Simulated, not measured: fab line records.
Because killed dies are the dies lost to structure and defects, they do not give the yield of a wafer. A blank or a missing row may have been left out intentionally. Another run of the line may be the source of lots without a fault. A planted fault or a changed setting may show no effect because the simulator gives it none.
Split-lot trial :: flow n5Finfet :: 7 lots, 21 wafers read, on a route of 1938 steps

## THE SPLIT ITSELF
At N5_BEOL_M7_HM_DEP_02 (deposits TiN, target thk 20 nm), the setting targetThkA was moved away from the recipe's 200 angstrom on 7 of the 21 wafers read, by -8.6% to +12.9%. For the rest of the wafers, this setting stayed at what the recipe calls for.

## FROM THE SPLIT TO THE READING: what the file shows between them, 12 steps
- N5_BEOL_M7_COAT_59: time 60 s, resist thk 100 nm
- N5_BEOL_M7_COAT_60: time 60 s, resist thk 35 nm
- N5_BEOL_M7_STRIP_68: strips in N2/H2
- N5_BEOL_M7_STRIP_67: strips in CF4
- N5_BEOL_M7_HM_OPEN_17: chemistry Cl2/BCl3, target TiN, target depth 20 nm, overetch 6 nm
- N5_BEOL_M7_DESCUM_33: chemistry O2, time 7 s (also split here: timeS)
- N5_BEOL_M7_ETCH_72: etches underlayer in N2/H2, target depth 6.5 nm, time 5.2 s
- N5_BEOL_M7_ETCH_66: etches SOC in N2/H2, target depth 80 nm, overetch 16 nm, time 120 s (also split here: biasW)
- N5_BEOL_M7_STRIP_69: strips in N2/H2
- N5_BEOL_M7_STRIP_73: strips in N2/H2
- N5_BEOL_M7_STRIP_76: strips in C4F6/O2
- N5_BEOL_M7_STRIP_36: strips in N2/H2

## THE READING
TiN_of_BEOL_M7_HM_DEP_02.thkNm (the simulator's own value, which no gauge read), in nm, at N5_BEOL_M7_TRENCH_ETCH_37 (etches SiCOH lowk in C4F6/O2, target depth 93.478 nm, time 31.2 s). There is no usual value for it anywhere in the file. The 14 wafers here that ran the recipe average 17.2 nm, standard deviation 0.29 nm.

wafer: L080.1
tool, chamber at the split: pvdSputter-03, -
targetThkA as run, angstrom: 200
against the recipe: recipe
TiN_of_BEOL_M7_HM_DEP_02.thkNm, nm: 16.8
against lot-mates on the recipe: -

wafer: L080.2
tool, chamber at the split: pvdSputter-03, -
targetThkA as run, angstrom: 182.8
against the recipe: -8.6%
TiN_of_BEOL_M7_HM_DEP_02.thkNm, nm: 15.6
against lot-mates on the recipe: -1.3

wafer: L080.3
tool, chamber at the split: pvdSputter-03, -
targetThkA as run, angstrom: 200
against the recipe: recipe
TiN_of_BEOL_M7_HM_DEP_02.thkNm, nm: 17
against lot-mates on the recipe: -

wafer: L082.2
tool, chamber at the split: pvdSputter-02, -
targetThkA as run, angstrom: 200
against the recipe: recipe
TiN_of_BEOL_M7_HM_DEP_02.thkNm, nm: 17
against lot-mates on the recipe: -

wafer: L082.3
tool, chamber at the split: pvdSputter-02, -
targetThkA as run, angstrom: 200
against the recipe: recipe
TiN_of_BEOL_M7_HM_DEP_02.thkNm, nm: 17.2
against lot-mates on the recipe: -

wafer: L082.6
tool, chamber at the split: pvdSputter-02, -
targetThkA as run, angstrom: 200
against the recipe: recipe
TiN_of_BEOL_M7_HM_DEP_02.thkNm, nm: 16.8
against lot-mates on the recipe: -

wafer: L085.4
tool, chamber at the split: pvdSputter-03, -
targetThkA as run, angstrom: 200
against the recipe: recipe
TiN_of_BEOL_M7_HM_DEP_02.thkNm, nm: 17.8
against lot-mates on the recipe: -

wafer: L085.5
tool, chamber at the split: pvdSputter-03, -
targetThkA as run, angstrom: 200
against the recipe: recipe
TiN_of_BEOL_M7_HM_DEP_02.thkNm, nm: 17.4
against lot-mates on the recipe: -

wafer: L085.6
tool, chamber at the split: pvdSputter-03, -
targetThkA as run, angstrom: 200
against the recipe: recipe
TiN_of_BEOL_M7_HM_DEP_02.thkNm, nm: 17.2
against lot-mates on the recipe: -

wafer: L088.1
tool, chamber at the split: pvdSputter-02, -
targetThkA as run, angstrom: 217.6
against the recipe: +8.8%
TiN_of_BEOL_M7_HM_DEP_02.thkNm, nm: 19.2
against lot-mates on the recipe: +1.8

wafer: L088.5
tool, chamber at the split: pvdSputter-02, -
targetThkA as run, angstrom: 200
against the recipe: recipe
TiN_of_BEOL_M7_HM_DEP_02.thkNm, nm: 17.4
against lot-mates on the recipe: -

wafer: L088.6
tool, chamber at the split: pvdSputter-02, -
targetThkA as run, angstrom: 217.6
against the recipe: +8.8%
TiN_of_BEOL_M7_HM_DEP_02.thkNm, nm: 18.8
against lot-mates on the recipe: +1.4

wafer: L094.1
tool, chamber at the split: pvdSputter-02, -
targetThkA as run, angstrom: 200
against the recipe: recipe
TiN_of_BEOL_M7_HM_DEP_02.thkNm, nm: 16.8
against lot-mates on the recipe: -

wafer: L094.2
tool, chamber at the split: pvdSputter-02, -
targetThkA as run, angstrom: 217.2
against the recipe: +8.6%
TiN_of_BEOL_M7_HM_DEP_02.thkNm, nm: 19.2
against lot-mates on the recipe: +2.1

wafer: L094.5
tool, chamber at the split: pvdSputter-02, -
targetThkA as run, angstrom: 200
against the recipe: recipe
TiN_of_BEOL_M7_HM_DEP_02.thkNm, nm: 17.4
against lot-mates on the recipe: -

wafer: L096.3
tool, chamber at the split: pvdSputter-03, -
targetThkA as run, angstrom: 225.8
against the recipe: +12.9%
TiN_of_BEOL_M7_HM_DEP_02.thkNm, nm: 20.2
against lot-mates on the recipe: +2.8

wafer: L096.5
tool, chamber at the split: pvdSputter-03, -
targetThkA as run, angstrom: 225.8
against the recipe: +12.9%
TiN_of_BEOL_M7_HM_DEP_02.thkNm, nm: 20.2
against lot-mates on the recipe: +2.8

wafer: L096.4
tool, chamber at the split: pvdSputter-03, -
targetThkA as run, angstrom: 200
against the recipe: recipe
TiN_of_BEOL_M7_HM_DEP_02.thkNm, nm: 17.4
against lot-mates on the recipe: -

wafer: L097.3
tool, chamber at the split: pvdSputter-03, -
targetThkA as run, angstrom: 200
against the recipe: recipe
TiN_of_BEOL_M7_HM_DEP_02.thkNm, nm: 16.8
against lot-mates on the recipe: -

wafer: L097.4
tool, chamber at the split: pvdSputter-03, -
targetThkA as run, angstrom: 225.4
against the recipe: +12.7%
TiN_of_BEOL_M7_HM_DEP_02.thkNm, nm: 20.2
against lot-mates on the recipe: +3.2

wafer: L097.6
tool, chamber at the split: pvdSputter-03, -
targetThkA as run, angstrom: 200
against the recipe: recipe
TiN_of_BEOL_M7_HM_DEP_02.thkNm, nm: 17.2
against lot-mates on the recipe: -

THE FIT
A straight line over all 21 wafers: TiN_of_BEOL_M7_HM_DEP_02.thkNm changes by +0.224 nm for each +1% of targetThkA; r = +0.98; the points scatter about the line by 0.28 nm.
The same after taking each lot's own level away (the mean of its wafers on the recipe; 21 wafers): +0.21 nm for each +1%; r = +0.98; scatter 0.27 nm.
According to that fit, moving targetThkA by its largest amount changes the reading by 2.7 nm.
From 16.90 to 17.47 nm: that is the span of the lots' own levels, equal to 1.9 times the standard deviation above.
The two slopes are in agreement: the lot-to-lot level therefore moves the slope only a little.
Check: +2.75 nm against its lot-mates is what the line predicts for one of the wafers moved furthest among these (+12.9%) when that wafer is left out of the fit. It came out at +2.8 nm against them.

## THE OTHER SPLITS THESE WAFERS WENT THROUGH
Note: prior to the reading, these wafers also went through further splits. Each is held against what the fit with the lots' levels taken away leaves over:
other split on the same wafers: N5_BEOL_M7_DESCUM_33 timeS
wafers away from the commonest value: 7
r with TiN_of_BEOL_M7_HM_DEP_02.thkNm (lot level and that fit taken away): +0.13

other split on the same wafers: N5_BEOL_M7_ETCH_66 biasW
wafers away from the commonest value: 6
r with TiN_of_BEOL_M7_HM_DEP_02.thkNm (lot level and that fit taken away): +0.24

## THE WHOLE CHAIN: every reading that the file lists as answering this split, in the file's order
step: N5_BEOL_M7_HM_DEP_02
what it does: deposits TiN, target thk 20 nm
reading: TiN_of_BEOL_M7_HM_DEP_02.thkNm (the simulator's own value, which no gauge read)
change (the file's fit): +0.212 nm for each +1% of the setting
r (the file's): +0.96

step: N5_BEOL_M7_HM_OPEN_17
what it does: chemistry Cl2/BCl3, target TiN, target depth 20 nm, overetch 6 nm
reading: etch.depthNm (the simulator's own value, which no gauge read)
change (the file's fit): +0.21 nm for each +1% of the setting
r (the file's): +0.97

step: N5_BEOL_M7_TRENCH_ETCH_37
what it does: etches SiCOH lowk in C4F6/O2, target depth 93.478 nm, time 31.2 s
reading: TiN_of_BEOL_M7_HM_DEP_02.thkNm (the simulator's own value, which no gauge read)
change (the file's fit): +0.217 nm for each +1% of the setting
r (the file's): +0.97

## THE FILE'S OWN FIT
TiN_of_BEOL_M7_HM_DEP_02.thkNm changes by +0.217 nm for each +1% of targetThkA, r = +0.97.
